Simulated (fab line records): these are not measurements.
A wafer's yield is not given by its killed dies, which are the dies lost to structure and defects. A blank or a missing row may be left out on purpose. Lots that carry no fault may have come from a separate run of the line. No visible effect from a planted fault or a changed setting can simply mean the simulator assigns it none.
Matching of chambers | flow n5-finfet | 4 sister chambers for N5_BEOL_M13_ETCH_59 on rie-diel-05
The step etches BARC in N2/H2, target depth 89 nm, overetch 26.7 nm, time 67.9 s. 14 wafers are shown with their chamber, then 7 later ones without.

WAFERS PAIRED WITH THEIR CHAMBERS
wafer  | chamber | showerhead-plenum-p-Torr (Torr) | drypump-motor-current-A (A) | throttle-valve-pct (%)
L074.1 | 0       | 2.43                            | 5.8                         | 18.02
L074.2 | 3       | 2.70                            | 6.1                         | 18.01
L074.3 | 1       | 2.52                            | 5.8                         | 17.59
L081.1 | 1       | 2.51                            | 5.7                         | 17.60
L081.3 | 2       | 2.57                            | 5.6                         | 17.75
L081.6 | 2       | 2.57                            | 5.6                         | 17.74
L087.4 | 1       | 2.51                            | 5.7                         | 17.65
L087.5 | 3       | 2.69                            | 6.1                         | 18.06
L087.6 | 0       | 2.42                            | 5.8                         | 18.04
L091.1 | 1       | 2.50                            | 5.7                         | 17.64
L091.4 | 2       | 2.56                            | 5.6                         | 17.76
L091.5 | 3       | 2.69                            | 6.1                         | 18.07
L092.1 | 1       | 2.50                            | 5.8                         | 17.67
L092.2 | 2       | 2.56                            | 5.6                         | 17.77

SIGNATURES, as means of the wafers listed above
reading                  | chamber 0 | chamber 1 | chamber 2 | chamber 3 | scatter within a chamber
showerhead-plenum-p-Torr | 2.4250    | 2.5080    | 2.5650    | 2.6933    | 0.00705
drypump-motor-current-A  | 5.800     | 5.740     | 5.600     | 6.100     | 0.0346
throttle-valve-pct       | 18.0300   | 17.6300   | 17.7550   | 18.0467   | 0.0271
Rule: a wafer's distance from a chamber is the root of the sum, over the readings, of the square of ((its reading less the chamber's mean) divided by the reading's scatter). If the next closest chamber is less than 2 further off than the closest, the wafer can't be placed; otherwise it belongs to the closest. The scatter: the root of (the sum of the squares of (reading less its chamber's mean) over the shown wafers, divided by (wafers less chambers)).

WAFERS WHOSE CHAMBER IS MISSING
wafer  | showerhead-plenum-p-Torr (Torr) | drypump-motor-current-A (A) | throttle-valve-pct (%)
L092.4 | 2.41                            | 5.8                         | 18.08
L093.1 | 2.56                            | 5.6                         | 17.76
L093.3 | 2.69                            | 6.1                         | 18.08
L093.4 | 2.41                            | 5.9                         | 18.08
L097.3 | 2.68                            | 6.1                         | 18.09
L097.4 | 2.56                            | 5.6                         | 17.78
L097.6 | 2.56                            | 5.6                         | 17.79

THE CHAMBER EACH PASSED THROUGH
wafer  | from the rows above | in truth
L092.4 | 0                   | 0
L093.1 | 2                   | 2
L093.3 | 3                   | 3
L093.4 | 0                   | 0
L097.3 | 3                   | 3
L097.4 | 2                   | 2
L097.6 | 2                   | 2
Correctly placed: 7 of 7. From these rows, 0 cannot be placed. 0 placed wrongly.
